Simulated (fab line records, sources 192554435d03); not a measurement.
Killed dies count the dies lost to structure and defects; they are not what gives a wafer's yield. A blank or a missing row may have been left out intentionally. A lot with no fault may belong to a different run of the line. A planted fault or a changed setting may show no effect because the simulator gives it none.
Matching of chambers    flow n5_finfet    rie_diel-03 running N5_DUMMY_GATE_STRIP_41: 4 sister chambers
The step strips in O2. 4 wafers are shown with their chamber, then 7 later ones without.

## WAFERS PAIRED WITH THEIR CHAMBERS
wafer   chamber  showerhead_plenum_p_Torr (Torr)
L091.4  0        2.17
L091.6  3        1.94
L093.1  1        2.18
L093.4  2        2.19

## WAFERS WITHOUT THEIR CHAMBER
wafer   showerhead_plenum_p_Torr (Torr)
L093.5  2.17
L094.2  1.93
L094.3  2.19
L094.4  2.17
L095.1  2.19
L095.3  1.93
L095.4  2.18

## CHAMBER TAKEN BY EACH
wafer   from the rows above           in truth
L093.5  can't be placed: 0 or 1       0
L094.2  3                             3
L094.3  can't be placed: 2 or 1       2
L094.4  can't be placed: 0 or 1       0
L095.1  can't be placed: 2 or 1       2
L095.3  3                             3
L095.4  can't be placed: 1 or 2 or 0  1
Correct placement for 2 of the 7. Cannot be placed on the basis of these rows: 5; the candidates contain the true chamber in 5. Number placed wrongly: 0.
How it was worked out, from the rows above alone: a wafer's distance from a chamber is the root of the sum, over the readings, of the square of ((its reading less the chamber's mean) divided by the reading's scatter). If the next closest chamber is less than 2 further off than the closest, the wafer can't be placed; otherwise it belongs to the closest. A chamber's mean is the mean of its shown wafers. The scatter: with one shown wafer a chamber, the root of the mean of the squares of how far each hidden wafer lies from its nearest shown one.
